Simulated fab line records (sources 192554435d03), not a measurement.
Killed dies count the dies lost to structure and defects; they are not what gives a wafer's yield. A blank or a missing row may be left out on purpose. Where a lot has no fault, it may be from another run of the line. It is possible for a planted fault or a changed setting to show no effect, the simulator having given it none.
A lot that was struck, set against a sound lot    flow n5_finfet    15 out of 1938 route steps
Sound: these wafers, L417.4, L417.5, L417.6. Struck: wafer L414.3; the same lot's L414.1 was not struck, so it is left out; see the end for the cause.
Each step with rows lists, per side, the tool, then ch with its chambers, then its first start. Under that, the readings that differ: sound wafers    struck wafers    difference of the means    sigmas: that difference in standard deviations of wafers without a fault.
alike: readings with means less than 2 such deviations apart, plus words and numbers identical on both sides. not compared: withheld readings, readings lacking a value on some wafer, bounds such as >300 that could conceal the same value, and numbers that have no deviation in the record and whose values overlap.
Wherever a step has rows on one side only, a row that says differs or no value, or a row with sigmas, the two part there. Non-overlapping numbers with no deviation appear without sigmas and do not part them. A reading missing from all wafers of one side parts the sides only when that side holds two or more wafers.

first, 6 steps without rows for these wafers: N5_BEOL_M5_COAT_22 (resist thk 30 nm); N5_BEOL_M5_EBR_24; N5_BEOL_M5_SOFTBAKE_23 (time 60 s); N5_BEOL_M5_EXPOSE_25 (exposes mask V4, defocus 10 nm); N5_BEOL_M5_PEB_26 (peb time 60 s); N5_BEOL_M5_DEVELOP_27 (develop time 30 s).
N5_BEOL_M5_CD_MEAS_28: target cd 30.6 nm, target cd y 20 nm.
  sound on cd_sem-01 ch 0, day 13 07:47; struck on cd_sem-01 ch 0, day 11 22:08
  alike: cd_nm
N5_BEOL_M5_OVL_MEAS_29:
  sound on overlay-02 ch 0, day 13 07:49; struck on overlay-02 ch 0, day 11 22:10
reading      sound        struck  difference  sigmas
V4_OVL (nm)  0.7 1.7 0.9  -0.8    -1.9        -3
N5_BEOL_M5_INSPECT_30: inspects for defects (brightfield).
  sound on defect_inspect-02, day 13 07:52; struck on defect_inspect-02, day 11 22:14
reading           sound        struck  difference  sigmas
raw_defect_count  380 483 702  307     -215        -2
N5_BEOL_M5_DESCUM_33: chemistry O2, time 7 s.
  sound on rie_diel-01 ch 0,1, day 13 07:54; struck on rie_diel-02 ch 3, day 11 22:16
reading                 sound              struck  difference  sigmas
throttle_valve_pct (%)  20.62 20.62 20.09  19.93   -0.51       -2
  alike: drypump_motor_current_A, oes_product_au, rf_vpp_V, showerhead_plenum_p_Torr
  not compared: rf_hours_counter_h
N5_BEOL_M5_ETCH_75: etches underlayer in N2/H2, target depth 6.5 nm, time 5.2 s.
  sound on rie_diel-01 ch 0,1, day 13 07:56; struck on rie_diel-02 ch 3, day 11 22:17
  alike: drypump_motor_current_A, etch_rf_on_time_s, h2_flow_sccm, oes_product_au, rf_vpp_V, showerhead_plenum_p_Torr, throttle_valve_pct
  not compared: rf_hours_counter_h
N5_BEOL_M5_ETCH_67: etches SiARC in CF4, target depth 15.6 nm, time 26 s.
  sound on rie_diel-01 ch 0,1, day 13 07:57; struck on rie_diel-02 ch 3, day 11 22:19
  alike: drypump_motor_current_A, etch_rf_on_time_s, oes_product_au, rf_vpp_V, showerhead_plenum_p_Torr, throttle_valve_pct
  not compared: rf_hours_counter_h
N5_BEOL_M5_ETCH_68: etches SOC in N2/H2, target depth 80 nm, overetch 16 nm, time 120 s.
  sound on rie_diel-01 ch 0,1, day 13 07:59; struck on rie_diel-02 ch 3, day 11 22:20
reading           sound              struck  difference  sigmas
run_length_s (s)  143.2 143.1 142.8  155.9   +12.9       +33
  alike: drypump_motor_current_A, h2_flow_sccm, oes_product_au, rf_vpp_V, showerhead_plenum_p_Torr, throttle_valve_pct
  not compared: rf_hours_counter_h, model.SiARC_of_BEOL_M5_COAT_66.thk_nm
then, 1 step without rows for these wafers: N5_BEOL_M5_STRIP_69 (strips in N2/H2).
-- a jump in the record: the struck wafers' starts before and after are 4 days apart (it breaks off in module BEOL_M5 and resumes in module PASSIVATION, where the first step shown is number 1936 of the route) --
N5_PASSIVATION_PROBE_49:
  only the struck wafers here have rows in the record (prober-01, day 16 10:16); the sound ones have none

WHERE THEY PART
Last at N5_PASSIVATION_PROBE_49 as far as this record goes, first at N5_BEOL_M5_OVL_MEAS_29.

WHY: whatever the simulator had introduced
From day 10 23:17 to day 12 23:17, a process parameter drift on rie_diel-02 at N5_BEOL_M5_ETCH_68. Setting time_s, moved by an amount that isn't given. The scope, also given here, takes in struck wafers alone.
